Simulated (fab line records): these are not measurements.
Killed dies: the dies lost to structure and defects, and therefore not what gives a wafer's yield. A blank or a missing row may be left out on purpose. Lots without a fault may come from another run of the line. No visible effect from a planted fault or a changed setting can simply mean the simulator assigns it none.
Matching of chambers :: flow n5_finfet :: pecvd-04 running N5_ZERO_LAYER_PECVD_02: 3 sister chambers
The step deposits SiO2 from SiH4/N2O, target thk 10 nm, time 6 s. 6 wafers are shown with their chamber, then 8 later ones without.

## WAFERS WITH THEIR CHAMBER
wafer: L074.6
chamber: 2
showerhead_plenum_p_Torr (Torr): 8.12
showerhead_vpp_V (V): 1008

wafer: L080.4
chamber: 2
showerhead_plenum_p_Torr (Torr): 8.11
showerhead_vpp_V (V): 1024

wafer: L088.1
chamber: 0
showerhead_plenum_p_Torr (Torr): 7.76
showerhead_vpp_V (V): 1069

wafer: L088.3
chamber: 1
showerhead_plenum_p_Torr (Torr): 7.94
showerhead_vpp_V (V): 1066

wafer: L088.5
chamber: 1
showerhead_plenum_p_Torr (Torr): 7.94
showerhead_vpp_V (V): 1079

wafer: L093.1
chamber: 0
showerhead_plenum_p_Torr (Torr): 7.77
showerhead_vpp_V (V): 1052

## WAFERS WHOSE CHAMBER IS MISSING
wafer: L093.2
showerhead_plenum_p_Torr (Torr): 7.94
showerhead_vpp_V (V): 1080

wafer: L093.4
showerhead_plenum_p_Torr (Torr): 7.77
showerhead_vpp_V (V): 1090

wafer: L094.2
showerhead_plenum_p_Torr (Torr): 8.13
showerhead_vpp_V (V): 1009

wafer: L094.3
showerhead_plenum_p_Torr (Torr): 7.97
showerhead_vpp_V (V): 1064

wafer: L094.4
showerhead_plenum_p_Torr (Torr): 7.97
showerhead_vpp_V (V): 1094

wafer: L097.2
showerhead_plenum_p_Torr (Torr): 7.96
showerhead_vpp_V (V): 1058

wafer: L097.4
showerhead_plenum_p_Torr (Torr): 7.76
showerhead_vpp_V (V): 1074

wafer: L097.6
showerhead_plenum_p_Torr (Torr): 8.13
showerhead_vpp_V (V): 1010

## WHICH CHAMBER EACH WENT THROUGH
wafer: L093.2
from the rows above: 1
in truth: 1

wafer: L093.4
from the rows above: 0
in truth: 0

wafer: L094.2
from the rows above: 2
in truth: 2

wafer: L094.3
from the rows above: 1
in truth: 1

wafer: L094.4
from the rows above: 1
in truth: 1

wafer: L097.2
from the rows above: 1
in truth: 1

wafer: L097.4
from the rows above: 0
in truth: 0

wafer: L097.6
from the rows above: 2
in truth: 2
8 of 8 placed correctly. Not placeable from these rows: 0. Number placed wrongly: 0.
How it was worked out, from the rows above alone: a wafer's distance from a chamber is the root of the sum, over the readings, of the square of ((its reading less the chamber's mean) divided by the reading's scatter). The wafer belongs to the nearest chamber; if the next one is less than 2 further off, it can't be placed. For every chamber, the mean is computed from those of its wafers that are shown. How the scatter is found: for the shown wafers, subtract from each reading the mean of its chamber, square and add these, divide the total by (wafers less chambers), then take the root.
